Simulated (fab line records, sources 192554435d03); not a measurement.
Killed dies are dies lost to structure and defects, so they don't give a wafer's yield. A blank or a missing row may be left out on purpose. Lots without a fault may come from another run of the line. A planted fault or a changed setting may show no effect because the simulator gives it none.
Chamber matching | flow n5_finfet | N5_BEOL_M1_DESCUM_33 on rie_diel-01: 4 sister chambers
The step chemistry O2, time 7 s. 24 wafers are shown with their chamber, then 12 later ones without.

WAFERS WITH THEIR CHAMBER
wafer  | chamber | drypump_motor_current_A (A) | showerhead_plenum_p_Torr (Torr) | throttle_valve_pct (%)
L076.2 | 3       | 5.2                         | 2.14                            | 20.4
L076.3 | 2       | 5.7                         | 2.05                            | 20.1
L076.6 | 1       | 5.7                         | 2.13                            | 20.4
L080.1 | 3       | 5.2                         | 2.14                            | 20.4
L080.4 | 0       | 5.6                         | 2.11                            | 20.4
L080.6 | 2       | 5.7                         | 2.05                            | 20.1
L081.4 | 0       | 5.6                         | 2.11                            | 20.4
L081.5 | 3       | 5.2                         | 2.14                            | 20.5
L081.6 | 2       | 5.7                         | 2.04                            | 20.1
L083.1 | 1       | 5.7                         | 2.13                            | 20.4
L083.2 | 2       | 5.7                         | 2.04                            | 20.1
L083.4 | 1       | 5.7                         | 2.13                            | 20.4
L085.2 | 0       | 5.6                         | 2.10                            | 20.4
L085.3 | 2       | 5.7                         | 2.04                            | 20.1
L085.4 | 3       | 5.1                         | 2.14                            | 20.1
L086.2 | 1       | 5.7                         | 2.12                            | 20.4
L086.3 | 3       | 5.2                         | 2.14                            | 20.1
L086.5 | 2       | 5.7                         | 2.04                            | 20.1
L087.2 | 1       | 5.7                         | 2.12                            | 20.4
L087.3 | 0       | 5.6                         | 2.10                            | 20.4
L087.6 | 0       | 5.6                         | 2.10                            | 20.4
L089.3 | 0       | 5.6                         | 2.10                            | 20.4
L089.5 | 3       | 5.1                         | 2.14                            | 20.1
L089.6 | 0       | 5.6                         | 2.10                            | 20.4

SIGNATURES (means of the wafers above)
reading                  | chamber 0 | chamber 1 | chamber 2 | chamber 3 | scatter within a chamber
drypump_motor_current_A  | 5.600     | 5.700     | 5.700     | 5.167     | 0.0258
showerhead_plenum_p_Torr | 2.1029    | 2.1260    | 2.0433    | 2.1400    | 0.00445
throttle_valve_pct       | 20.400    | 20.400    | 20.100    | 20.267    | 0.0931
Rule: a wafer's distance from a chamber is the root of the sum, over the readings, of the square of ((its reading less the chamber's mean) divided by the reading's scatter). The wafer belongs to the nearest chamber; if the next one is less than 2 further off, it can't be placed. The scatter: the root of (the sum of the squares of (reading less its chamber's mean) over the shown wafers, divided by (wafers less chambers)).

WAFERS WITHOUT THEIR CHAMBER
wafer  | drypump_motor_current_A (A) | showerhead_plenum_p_Torr (Torr) | throttle_valve_pct (%)
L090.2 | 5.7                         | 2.04                            | 20.2
L090.5 | 5.7                         | 2.12                            | 20.4
L090.6 | 5.6                         | 2.10                            | 20.5
L095.1 | 5.2                         | 2.13                            | 20.1
L095.2 | 5.7                         | 2.04                            | 20.2
L095.4 | 5.7                         | 2.12                            | 20.4
L094.1 | 5.1                         | 2.13                            | 20.1
L094.2 | 5.8                         | 2.12                            | 20.4
L094.6 | 5.6                         | 2.10                            | 20.5
L096.2 | 5.1                         | 2.13                            | 20.1
L096.4 | 5.8                         | 2.12                            | 20.4
L096.5 | 5.6                         | 2.09                            | 20.5

WHICH CHAMBER EACH WENT THROUGH
wafer  | from the rows above | in truth
L090.2 | 2                   | 2
L090.5 | 1                   | 1
L090.6 | 0                   | 0
L095.1 | 3                   | 3
L095.2 | 2                   | 2
L095.4 | 1                   | 1
L094.1 | 3                   | 3
L094.2 | 1                   | 1
L094.6 | 0                   | 0
L096.2 | 3                   | 3
L096.4 | 1                   | 1
L096.5 | 0                   | 0
Placed correctly: 12 of 12. Can't be placed from these rows: 0. Placed wrongly: 0.
